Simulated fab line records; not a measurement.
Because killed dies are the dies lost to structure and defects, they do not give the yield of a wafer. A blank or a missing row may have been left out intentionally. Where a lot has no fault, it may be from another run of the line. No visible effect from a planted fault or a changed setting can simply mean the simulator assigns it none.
Split-lot trial ; flow n5 finfet ; 21 wafers read across 7 lots, on a route 1938 steps long

## THE SPLIT
At N5_BEOL_M4_TRENCH_ETCH_37 (etches SiOC in C4F6/O2, target depth 55.555 nm, time 29.2 s), the setting time s was moved away from the recipe's 29.2 s on 10 of the 21 wafers read, by -17.6% to +16.0%. All remaining wafers had this setting at the recipe value.

## FROM THE SPLIT TO THE READING: what the file shows between them, 13 steps
- N5_BEOL_M4_ETCH_41: etches SiCN in CH3F/O2, target depth 29.9 nm, time 52.5 s
- N5_BEOL_M4_STRIP_97: strips in N2/H2, time 10 s
- N5_BEOL_M4_OCD_MEAS_38
- N5_BEOL_M4_HM_STRIP_39: strips TiN in peroxide tin strip, target depth 25 nm, time 158 s
- N5_BEOL_M4_SRD_40: time 30 s
- N5_BEOL_M4_ECD_50: material Cu, target thk 300 nm
- N5_BEOL_M4_ANNEAL_51: time 90 s
- N5_BEOL_M4_CMP_52: polishes, stops on SiOC, t overpolish 6.8 s, target thk 40 nm
- N5_BEOL_M4_THK_MEAS_53: measures by xrf
- N5_BEOL_M4_PRE_CLEAN_60: time 15 s
- N5_BEOL_M4_CO_CAP_55: material Co, precursor CCTBA/H2, target thk 2 nm, time 102.1 s
- N5_BEOL_M4_PRE_CLEAN_56: time 15 s
- N5_BEOL_M4_DEP_57: deposits SiCN from 3MS/NH3, target thk 8 nm, time 14 s

## THE READING
At N5_BEOL_M4_RS_MEAS_58, a four-point-probe measurement gives M4_RS in ohm/sq. On this fab line, fault-free wafers typically give 0.68 ohm/sq with a standard deviation of 0.035 ohm/sq.

wafer;tool, chamber at the split;time s as run, s;against the recipe;M4_RS, ohm/sq;against lot-mates on the recipe
L080.2;rie diel-03, 0;29.2;recipe;0.68;-
L080.3;rie diel-03, 2;33.63;+15.2%;0.51;-0.17
L080.6;rie diel-03, 2;33.63;+15.2%;0.52;-0.16
L086.2;rie diel-03, 2;33.86;+16.0%;0.52;-0.17
L086.3;rie diel-03, 3;29.2;recipe;0.69;-
L086.5;rie diel-03, 1;29.2;recipe;0.68;-
L084.1;rie diel-02, 0;31.21;+6.9%;0.63;-0.07
L084.4;rie diel-02, 3;29.2;recipe;0.69;-
L084.5;rie diel-02, 2;29.2;recipe;0.71;-
L087.4;rie diel-02, 0;24.07;-17.6%;0.97;no lot-mate on the recipe
L087.5;rie diel-02, 3;24.07;-17.6%;0.92;no lot-mate on the recipe
L087.6;rie diel-02, 0;24.07;-17.6%;1.03;no lot-mate on the recipe
L088.1;rie diel-04, 2;32.3;+10.6%;0.58;-0.01
L088.4;rie diel-04, 0;29.2;recipe;0.59;-
L088.5;rie diel-04, 1;32.3;+10.6%;0.57;-0.02
L091.1;rie diel-03, 1;29.2;recipe;0.69;-
L091.3;rie diel-03, 3;29.2;recipe;0.68;-
L091.6;rie diel-03, 1;29.2;recipe;0.66;-
L096.1;rie diel-04, 2;29.2;recipe;0.63;-
L096.5;rie diel-04, 0;25.24;-13.6%;0.79;+0.16
L096.6;rie diel-04, 1;29.2;recipe;0.63;-

THE FIT
A straight line over all 21 wafers: M4_RS changes by -0.0129 ohm/sq for each +1% of time s; r = -0.94; the points scatter about the line by 0.048 ohm/sq.
The same after taking each lot's own level away (the mean of its wafers on the recipe; 18 wafers): -0.00946 ohm/sq for each +1%; r = -0.92; scatter 0.032 ohm/sq.
According to that fit, moving time s by its largest amount changes the reading by 0.17 ohm/sq.
Measured against the standard deviation above, the lots' own levels, which go from 0.590 to 0.700 ohm/sq, span 3.1 times it.
So the lot-to-lot level changes the slope: the two fits differ.
Check: with one of the wafers moved furthest among these (+16.0%) left out of the fit, the line predicts -0.137 ohm/sq for it against its lot-mates. It came out at -0.165 ohm/sq against them.

## ADDITIONAL SPLITS CARRIED BY THESE WAFERS
Other splits were also applied to these wafers ahead of the reading. Each is held against what the fit with the lots' levels taken away leaves over:
other split on the same wafers;wafers away from the commonest value;r with M4_RS (lot level and that fit taken away)
N5_BEOL_M2_HM_DEP_02 target thk a;9;+0.38
N5_BEOL_M3_ETCH_41 target depth a;7;+0.17

## THE WHOLE CHAIN: every reading that the file lists as answering this split, in the file's order
step;what it does;reading;change (the file's fit);r (the file's)
N5_BEOL_M4_TRENCH_ETCH_37;etches SiOC in C4F6/O2, target depth 55.555 nm, time 29.2 s;etch.depth nm (the simulator's own value, which no gauge read);+0.526 nm for each +1% of the setting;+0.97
N5_BEOL_M4_TRENCH_ETCH_37;etches SiOC in C4F6/O2, target depth 55.555 nm, time 29.2 s;BEOL_M4.feature depth nm (the simulator's own value, which no gauge read);+0.527 nm for each +1% of the setting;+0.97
N5_BEOL_M4_OCD_MEAS_38;;trench depth nm;+0.525 nm for each +1% of the setting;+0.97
N5_BEOL_M4_CMP_52;polishes, stops on SiOC, t overpolish 6.8 s, target thk 40 nm;Cu_of_BEOL_M4_ECD_50.thk nm (the simulator's own value, which no gauge read);+0.501 nm for each +1% of the setting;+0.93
N5_BEOL_M4_THK_MEAS_53;measures by xrf;M4_THK;+0.491 for each +1% of the setting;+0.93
N5_BEOL_M4_RS_MEAS_58;measures by four-point-probe;M4_RS;-0.00937 for each +1% of the setting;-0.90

## THE FILE'S OWN FIT
M4_RS changes by -0.00937 ohm/sq for each +1% of time s, r = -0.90.
